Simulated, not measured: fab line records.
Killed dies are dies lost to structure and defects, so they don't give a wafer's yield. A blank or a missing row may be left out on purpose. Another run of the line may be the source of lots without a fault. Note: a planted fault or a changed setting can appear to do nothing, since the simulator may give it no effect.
fab line records | flow nand_harc
[record] lots = 24 wafers = 72 last_day = 33
route steps=1302 shown A_M0@1161 A_M1@1190 A_BONDPAD@1204 THIN_TSV@1270
lots that met no fault: from a run of the same line without faults
start_h: hours from the record's first day to the start of the lot's first wafer shown | wait_h: how many hours have passed since the lot's step before this one | " repeats the value in the row above | L1.1+2: several wafers, shown together as one row | - value missing, or start not given | * or withheld: withheld | < > ~ a bound
route shown NAME@n: names a module that has steps shown in the file, with the first one's number in the route | usual: mean and standard deviation over wafers with no fault | same: alike in all rows | chamber/n: place in a boat | sites: readings site by site | _std_site: standard deviation of those values | _edge_site: mean of outer sites minus mean of inner sites | radius_mm: how far each site lies from the wafer's centre | mask NAME#n: copy n | behind: the last tool/chamber to shape the wafer | hold: reason for holding the lot/hours on hold/outcome of the hold | device: names the non-switching transistor (n, p or np) | end of line: tests run on the same wafers once the route is complete | step lacking rows: just its recipe | killed: at the first sort, the dies lost to defects and structure; wafer yield is something else | map: the dies of a wafer, with x for killed, . for not killed, _ for no die there
set.NAME: the setting that was run; set.NAME@STEP: the one run at that earlier step | model.NAME: the simulator's own value behind a step, which no gauge read
the route's steps for a sample of lots (tables are steps, rows are wafers)
services: when a tool's chamber went out of use (start_h, in hours from the record's first day, below 0 if earlier), for how many hours, and the reason
[[steps]]
[step NHARC_A_M0_ANNEAL_30]
[recipe] temp_c = 225 time_s = 90
[usual] anneal_temp_c_max = 225.9/0.3 wafer_temp_C_max = 226.23/0.29
// columns lot.wafer tool chamber start_h wait_h anneal_temp_c_max wafer_temp_C_max
L075.1 rtp_anneal-01 0 535.01 - 225.5 225.94
L075.2 " 0 " " 225.3 226.45
L075.5 " 0 " " 225.7 225.83
L074.1 rtp_anneal-01 0 537.86 - 225.7 226.07
L074.4 " 0 " " 225.8 226.52
L074.6 " 0 " " 225.5 226.24
L076.1 rtp_anneal-01 0 555.47 - 225.6 225.97
L076.2 " 0 " " 225.6 226.03
L076.3 " 0 " " 225.6 225.68
L078.2 rtp_anneal-02 0 572.56 - 225.8 225.53
L078.5 " 0 " " 226.0 226.75
L078.6 " 0 " " 226.2 226.20
L077.1 rtp_anneal-01 0 581.00 - 225.6 225.66
L077.2 " 0 " " 226.0 226.31
L077.5 " 0 " " 225.8 226.10
L079.1 rtp_anneal-01 0 585.24 - 225.6 226.19
L079.5 " 0 " " 225.6 226.09
L079.6 " 0 " " 225.8 225.81
L081.2 rtp_anneal-02 0 587.26 - 226.0 226.42
L081.3 " 0 " " 226.1 226.12
L081.6 " 0 " " 226.4 226.01
L080.3 rtp_anneal-01 0 590.53 0.3 225.5 226.38
L080.4 " 0 " " 225.9 226.47
L080.6 " 0 " " 225.8 226.61
L082.1 rtp_anneal-02 0 596.61 - 226.2 226.89
L082.2 " 0 " " 226.2 226.21
L082.6 " 0 " " 225.9 225.75
L083.1 rtp_anneal-02 0 611.69 - 225.9 226.27
L083.2 " 0 " " 226.3 226.61
L083.6 " 0 " " 225.7 226.02
L084.3 rtp_anneal-02 0 626.57 - 226.6 226.15
L084.4 " 0 " " 226.2 225.83
L084.5 " 0 " " 226.0 226.40
L085.2 rtp_anneal-02 0 643.16 - 226.3 226.00
L085.4 " 0 " " 225.8 226.01
L085.6 " 0 " " 226.1 226.15
L086.3 rtp_anneal-01 0 644.61 - 225.5 226.04
L086.4 " 0 " " 225.5 227.08
L086.6 " 0 " " 225.7 226.39
L088.1 rtp_anneal-01 0 662.64 - 225.9 226.35
L088.3 " 0 " " 225.5 226.14
L088.4 " 0 " " 225.4 226.48
L087.1 rtp_anneal-01 0 664.37 - 225.6 225.92
L087.3 " 0 " " 225.8 226.12
L087.4 " 0 " " 225.5 226.64
L089.1 rtp_anneal-02 0 669.81 - 225.9 226.45
L089.3 " 0 " " 226.2 226.39
L089.4 " 0 " " 225.9 226.51
L091.3 rtp_anneal-01 0 675.58 0.4 225.6 226.47
L091.5 " 0 " " 225.5 226.31
L091.6 " 0 " " 225.4 227.12
L090.1 rtp_anneal-02 0 677.07 - 225.7 226.08
L090.3 " 0 " " 225.9 225.81
L090.4 " 0 " " 226.0 226.49
L093.1 rtp_anneal-02 0 710.85 - 226.1 226.38
L093.4 " 0 " " 226.0 226.32
L093.6 " 0 " " 226.1 225.96
L092.1 rtp_anneal-02 0 720.23 0.3 226.1 227.01
L092.2 " 0 " " 226.0 226.20
L092.5 " 0 " " 226.0 226.53
L094.1 rtp_anneal-02 0 727.61 - 226.0 226.16
L094.2 " 0 " " 226.1 226.14
L094.5 " 0 " " 226.0 226.32
L096.2 rtp_anneal-02 0 737.86 - 226.1 226.19
L096.3 " 0 " " 226.8 226.51
L096.4 " 0 " " 226.3 226.24
L097.1 rtp_anneal-02 0 739.69 - 225.9 226.51
L097.3 " 0 " " 226.1 225.91
L097.6 " 0 " " 226.0 226.18
L095.1 rtp_anneal-01 0 740.93 - 225.9 226.24
L095.4 " 0 " " 225.9 225.94
L095.5 " 0 " " 225.7 226.21
[step NHARC_A_M1_PRE_CLEAN_30]
[recipe] time_s = 30 temp_c = 280 gas = H2/He
[usual] heater_power_w = 390/38
// columns lot.wafer tool chamber start_h wait_h heater_power_w
L075.1 pvd_sputter-03 - - - 344
L075.2 " - " " 459
L075.5 " - " " 343
L074.4 pvd_sputter-02 - - - 365
L074.1 " - " " 384
L074.6 " - " " 372
L076.2 pvd_sputter-01 - - - 352
L076.3 " - " " 370
L076.1 " - " " 385
L078.2 pvd_sputter-01 - - - 376
L078.6 " - " " 451
L078.5 " - " " 359
L077.2 pvd_sputter-02 - - - 381
L077.1 " - " " 432
L077.5 " - " " 361
L079.1 pvd_sputter-02 - - - 362
L079.6 " - " " 392
L079.5 " - " " 356
L081.3 pvd_sputter-02 - - - 432
L081.2 " - " " 362
L081.6 " - " " 432
L080.4 pvd_sputter-03 - - - 338
L080.3 " - " " 459
L080.6 " - " " 345
L082.1 pvd_sputter-03 - - - 372
L082.2 " - " " 454
L082.6 " - " " 347
L083.1 pvd_sputter-01 - - - 447
L083.2 " - " " 378
L083.6 " - " " 465
L084.4 pvd_sputter-03 - - - 353
L084.3 " - " " 385
L084.5 " - " " 362
L085.2 pvd_sputter-01 - - - 455
L085.4 " - " " 380
L085.6 " - " " 451
L086.4 pvd_sputter-03 - - - 353
L086.3 " - " " 355
L086.6 " - " " 376
L088.4 pvd_sputter-01 - - - 362
L088.1 " - " " 461
L088.3 " - " " 348
L087.1 pvd_sputter-01 - - - 443
L087.3 " - " " 353
L087.4 " - " " 379
L089.3 pvd_sputter-01 - - - 336
L089.4 " - " " 381
L089.1 " - " " 373
L091.3 pvd_sputter-03 - - - 370
L091.6 " - " " 358
L091.5 " - " " 375
L090.1 pvd_sputter-01 - - - 379
L090.3 " - " " 376
L090.4 " - " " 355
L093.4 pvd_sputter-02 - - - 394
L093.1 " - " " 399
L093.6 " - " " 403
L092.1 pvd_sputter-02 - - - 440
L092.2 " - " " 397
L092.5 " - " " 446
L094.2 pvd_sputter-03 - - - 452
L094.1 " - " " 374
L094.5 " - " " 373
L096.4 pvd_sputter-03 - - - 366
L096.2 " - " " 372
L096.3 " - " " 464
L097.1 pvd_sputter-02 - - - 403
L097.3 " - " " 403
L097.6 " - " " 401
L095.4 pvd_sputter-01 - - - 373
L095.1 " - " " 345
L095.5 " - " " 379
[step NHARC_A_M1_DEP_33]
[recipe] target_thk_a = 300 temp_c = 370 target_thk_nm = 30 pressure_torr = 3 flow_sccm = 200 rf_w = 450 material = SiCN
[usual] heater_power_w = 582/91
// columns lot.wafer tool chamber start_h wait_h heater_power_w
L075.1 pecvd-02 1 540.20 0.1 587
L075.2 " 2 " " 564
L075.5 " 1 " " 574
L074.1 pecvd-02 2 542.99 0.1 645
L074.6 " 2 " " 624
L074.4 " 0 " " 604
L076.1 pecvd-01 1 560.54 0.1 513
L076.2 " 2 " " 376
L076.3 " 0 " " 564
L078.2 pecvd-02 1 577.63 0.1 526
L078.5 " 1 " " 540
L078.6 " 0 " " 586
L077.1 pecvd-02 2 586.45 0.1 627
L077.2 " 1 " " 561
L077.5 " 2 " " 625
L079.1 pecvd-01 2 591.41 0.1 390
L079.6 " 1 " " 547
L079.5 " 2 " " 387
L081.2 pecvd-04 0 592.63 0.1 551
L081.3 " 2 " " 469
L081.6 " 0 " " 528
L080.3 pecvd-01 1 595.74 0.1 526
L080.6 " 1 " " 539
L080.4 " 2 " " 397
L082.1 pecvd-01 2 601.96 0.1 447
L082.2 " 0 " " 654
L082.6 " 0 " " 665
L083.1 pecvd-02 0 616.86 0.1 618
L083.2 " 2 " " 571
L083.6 " 0 " " 636
L084.3 pecvd-02 2 631.51 0.1 534
L084.4 " 1 " " 668
L084.5 " 0 " " 659
L085.2 pecvd-02 0 648.10 0.1 663
L085.4 " 1 " " 612
L085.6 " 2 " " 602
L086.3 pecvd-02 0 649.66 0.1 664
L086.4 " 0 " " 651
L086.6 " 1 " " 648
L088.3 pecvd-02 2 671.69 0.1 608
L088.1 " 0 " " 574
L088.4 " 1 " " 588
L087.1 pecvd-04 1 673.25 0.1 678
L087.3 " 2 " " 386
L087.4 " 1 " " 682
L089.3 pecvd-02 0 676.13 0.1 552
L089.1 " 2 " " 590
L089.4 " 1 " " 642
L091.3 pecvd-02 1 681.42 0.1 633
L091.6 " 1 " " 636
L091.5 " 2 " " 634
L090.1 pecvd-02 1 682.24 0.1 590
L090.3 " 2 " " 653
L090.4 " 1 " " 592
L093.1 pecvd-01 1 716.09 0.1 620
L093.4 " 2 " " 395
L093.6 " 0 " " 600
L092.2 pecvd-01 0 725.41 0.1 606
L092.1 " 1 " " 613
L092.5 " 0 " " 620
L094.1 pecvd-02 2 732.80 0.1 556
L094.2 " 0 " " 573
L094.5 " 1 " " 648
L096.2 pecvd-04 1 742.99 0.1 725
L096.3 " 2 " " 435
L096.4 " 0 " " 580
L097.1 pecvd-04 1 744.94 0.1 715
L097.3 " 2 " " 475
L097.6 " 1 " " 727
L095.1 pecvd-04 2 746.14 0.1 448
L095.5 " 0 " " 563
L095.4 " 1 " " 737
[step NHARC_A_BONDPAD_THK_MEAS_30]
[recipe] thk_meas_gauge = ellipsometry
[usual] thk_nm = 199.9/1.6
// columns lot.wafer tool chamber start_h wait_h thk_nm
L075.1 film_metro-01 - 541.39 0.2 198.9
L075.2 " - " " 197.2
L075.5 " - " " 199.7
L074.1 film_metro-01 - 544.16 0.2 199.6
L074.4 " - " " 198.5
L074.6 " - " " 201.5
L076.1 film_metro-01 - 561.75 0.1 198.1
L076.2 " - " " 200.1
L076.3 " - " " 197.6
L078.2 film_metro-02 - 578.84 0.2 197.6
L078.5 " - " " 200.0
L078.6 " - " " 199.4
L077.1 film_metro-01 - 587.66 0.2 202.9
L077.2 " - " " 201.8
L077.5 " - " " 198.9
L079.1 film_metro-01 - 592.68 0.2 200.1
L079.5 " - " " 199.2
L079.6 " - " " 200.0
L081.2 film_metro-01 - 593.98 0.2 199.2
L081.3 " - " " 200.5
L081.6 " - " " 198.0
L080.3 film_metro-01 - 596.96 0.2 197.1
L080.4 " - " " 198.3
L080.6 " - " " 198.1
L082.1 film_metro-01 - 603.13 0.2 201.4
L082.2 " - " " 197.5
L082.6 " - " " 201.1
L083.1 film_metro-01 - 618.20 0.2 200.4
L083.2 " - " " 200.6
L083.6 " - " " 199.5
L084.3 film_metro-02 - 632.68 0.2 200.3
L084.4 " - " " 199.1
L084.5 " - " " 198.9
L085.2 film_metro-02 - 649.31 0.2 198.7
L085.4 " - " " 199.3
L085.6 " - " " 198.9
L086.3 film_metro-01 - 650.84 0.2 198.9
L086.4 " - " " 202.3
L086.6 " - " " 196.2
L088.1 film_metro-01 - 672.86 0.2 199.9
L088.3 " - " " 200.1
L088.4 " - " " 202.6
L087.1 film_metro-01 - 674.46 0.2 200.2
L087.3 " - " " 199.9
L087.4 " - " " 201.9
L089.1 film_metro-01 - 677.44 0.2 199.8
L089.3 " - " " 202.4
L089.4 " - " " 201.3
L091.3 film_metro-02 - 682.67 0.2 198.3
L091.5 " - " " 196.6
L091.6 " - " " 200.1
L090.1 film_metro-01 - 683.40 0.2 201.6
L090.3 " - " " 201.4
L090.4 " - " " 200.2
L093.1 film_metro-01 - 717.34 0.1 201.9
L093.4 " - " " 199.3
L093.6 " - " " 199.0
L092.1 film_metro-02 - 726.62 0.2 199.8
L092.2 " - " " 199.7
L092.5 " - " " 196.5
L094.1 film_metro-01 - 733.97 0.2 198.5
L094.2 " - " " 198.8
L094.5 " - " " 201.6
L096.2 film_metro-02 - 744.20 0.2 199.4
L096.3 " - " " 199.4
L096.4 " - " " 202.7
L097.1 film_metro-02 - 746.11 0.2 200.4
L097.3 " - " " 201.4
L097.6 " - " " 202.0
L095.1 film_metro-01 - 747.41 0.2 199.2
L095.4 " - " " 198.8
L095.5 " - " " 200.5
[step NHARC_A_BONDPAD_PVD_17]
[recipe] target_thk_a = 50 bias_v = 168.6 power_w = 15000 chamber_pressure_pa = 0.12 time_s = 8.06 substrate_temp_c = 50 material = TaN
[usual] throttle_valve_pct = 29.4/0.96
// columns lot.wafer tool chamber start_h wait_h throttle_valve_pct
L075.1 pvd_sputter-02 - - - 28.9
L075.2 " - " " 30.8
L075.5 " - " " 28.4
L074.1 pvd_sputter-02 - - - 30.7
L074.4 " - " " 30.5
L074.6 " - " " 30.0
L076.3 pvd_sputter-02 - - - 30.8
L076.2 " - " " 30.0
L076.1 " - " " 28.6
L078.2 pvd_sputter-03 - - - 30.0
L078.6 " - " " 29.1
L078.5 " - " " 29.7
L077.1 pvd_sputter-03 - - - 29.9
L077.2 " - " " 29.4
L077.5 " - " " 29.0
L079.1 pvd_sputter-02 - - - 30.0
L079.6 " - " " 29.9
L079.5 " - " " 28.8
L081.2 pvd_sputter-01 - - - 29.3
L081.3 " - " " 28.0
L081.6 " - " " 28.9
L080.4 pvd_sputter-01 - - - 28.1
L080.3 " - " " 28.8
L080.6 " - " " 28.9
L082.1 pvd_sputter-01 - - - 29.0
L082.2 " - " " 29.1
L082.6 " - " " 29.0
L083.1 pvd_sputter-01 - - - 27.6
L083.2 " - " " 28.9
L083.6 " - " " 28.1
L084.4 pvd_sputter-03 - - - 29.9
L084.3 " - " " 29.0
L084.5 " - " " 29.9
L085.4 pvd_sputter-01 - - - 29.3
L085.2 " - " " 28.9
L085.6 " - " " 29.4
L086.3 pvd_sputter-02 - - - 29.2
L086.4 " - " " 29.2
L086.6 " - " " 29.0
L088.1 pvd_sputter-03 - - - 28.8
L088.4 " - " " 29.8
L088.3 " - " " 29.7
L087.3 pvd_sputter-01 - - - 29.3
L087.4 " - " " 28.1
L087.1 " - " " 28.8
L089.3 pvd_sputter-02 - - - 32.1
L089.1 " - " " 29.1
L089.4 " - " " 28.9
L091.3 pvd_sputter-03 - - - 30.1
L091.6 " - " " 30.0
L091.5 " - " " 29.0
L090.3 pvd_sputter-01 - - - 28.2
L090.1 " - " " 28.9
L090.4 " - " " 29.3
L093.1 pvd_sputter-02 - - - 32.0
L093.4 " - " " 30.9
L093.6 " - " " 29.0
L092.2 pvd_sputter-01 - - - 28.7
L092.1 " - " " 27.9
L092.5 " - " " 28.9
L094.2 pvd_sputter-01 - - - 27.7
L094.1 " - " " 29.6
L094.5 " - " " 28.2
L096.4 pvd_sputter-03 - - - 29.2
L096.3 " - " " 30.0
L096.2 " - " " 30.2
L097.1 pvd_sputter-02 - - - 29.2
L097.3 " - " " 31.9
L097.6 " - " " 29.0
L095.4 pvd_sputter-01 - - - 29.2
L095.1 " - " " 28.9
L095.5 " - " " 29.3
[step NHARC_THIN_TSV_DEGAS_49]
[recipe] temp_c = 300 time_s = 120
[usual] heater_power_w = 442/43
// columns lot.wafer tool chamber start_h wait_h heater_power_w
L075.1 pvd_sputter-03 - 556.69 0.2 434
L075.2 " - " " 382
L075.5 " - " " 422
L074.1 pvd_sputter-01 - 562.43 0.1 515
L074.4 " - " " 405
L074.6 " - " " 445
L076.2 pvd_sputter-01 - 579.82 0.1 407
L076.3 " - " " 426
L076.1 " - " " 512
L078.2 pvd_sputter-02 - 597.20 0.1 455
L078.5 " - " " 454
L078.6 " - " " 401
L077.1 pvd_sputter-01 - 607.02 0.2 398
L077.2 " - " " 431
L077.5 " - " " 395
L079.1 pvd_sputter-02 - 611.84 0.1 435
L079.6 " - " " 442
L079.5 " - " " 495
L081.2 pvd_sputter-01 - 613.20 0.1 513
L081.3 " - " " 423
L081.6 " - " " 405
L080.3 pvd_sputter-02 - 617.83 0.1 446
L080.4 " - " " 488
L080.6 " - " " 448
L082.1 pvd_sputter-01 - 624.46 0.1 393
L082.2 " - " " 436
L082.6 " - " " 437
L083.2 pvd_sputter-03 - 639.31 0.1 425
L083.1 " - " " 391
L083.6 " - " " 431
L084.3 pvd_sputter-03 - 651.01 0.1 419
L084.4 " - " " 517
L084.5 " - " " 426
L086.3 pvd_sputter-03 - 672.84 0.1 428
L086.4 " - " " 520
L086.6 " - " " 434
L085.2 pvd_sputter-03 - 672.97 0.1 399
L085.4 " - " " 418
L085.6 " - " " 525
L088.3 pvd_sputter-03 - 691.48 0.1 433
L088.1 " - " " 397
L088.4 " - " " 512
L087.1 pvd_sputter-01 - 693.08 0.1 412
L087.3 " - " " 425
L087.4 " - " " 515
L089.4 pvd_sputter-03 - 695.76 0.1 530
L089.3 " - " " 406
L089.1 " - " " 387
L091.3 pvd_sputter-03 - 701.37 0.1 398
L091.6 " - " " 384
L091.5 " - " " 504
L090.1 pvd_sputter-01 - 702.91 0.1 404
L090.3 " - " " 435
L090.4 " - " " 520
L093.1 pvd_sputter-02 - 737.69 0.2 455
L093.4 " - " " 430
L093.6 " - " " 512
L092.1 pvd_sputter-03 - 750.13 0.1 434
L092.2 " - " " 388
L092.5 " - " " 419
L094.2 pvd_sputter-03 - 759.04 0.1 518
L094.1 " - " " 419
L094.5 " - " " 391
L096.3 pvd_sputter-03 - 766.25 0.1 417
L096.2 " - " " 522
L096.4 " - " " 392
L097.1 pvd_sputter-02 - 766.39 0.2 506
L097.3 " - " " 451
L097.6 " - " " 443
L095.4 pvd_sputter-03 - 767.93 0.1 419
L095.1 " - " " 508
L095.5 " - " " 426
[[services]]
// columns tool chamber start_h hours kind
pvd_sputter-03 - 526.08 10.0 pm
pecvd-04 2 581.28 10.2 repair
pvd_sputter-01 - 582.00 10.0 pm
pecvd-02 - 589.20 13.0 pm
pecvd-02 0 589.20 13.0 vent_cycle
pecvd-02 1 589.20 13.0 vent_cycle
pecvd-02 2 589.20 13.0 vent_cycle
pecvd-02 0 602.20 - clean
pecvd-02 1 602.20 - clean
pecvd-02 2 602.20 - clean
pvd_sputter-02 - 603.37 4.7 repair
pecvd-02 - 609.10 0.8 repair
pecvd-04 1 612.02 3.6 repair
pecvd-04 - 631.26 13.0 pm
pvd_sputter-02 - 638.00 10.0 pm
pvd_sputter-02 - 648.99 3.2 repair
pecvd-01 - 673.04 13.0 pm
pecvd-01 0 673.04 13.0 vent_cycle
pvd_sputter-03 - 704.08 10.0 pm
pecvd-02 0 715.13 4.7 repair
rtp_anneal-02 - 744.22 12.0 pm
pecvd-01 1 745.94 5.3 repair
pecvd-01 1 757.01 6.7 repair
pvd_sputter-01 - 760.00 10.0 pm
[[key]]
fault none
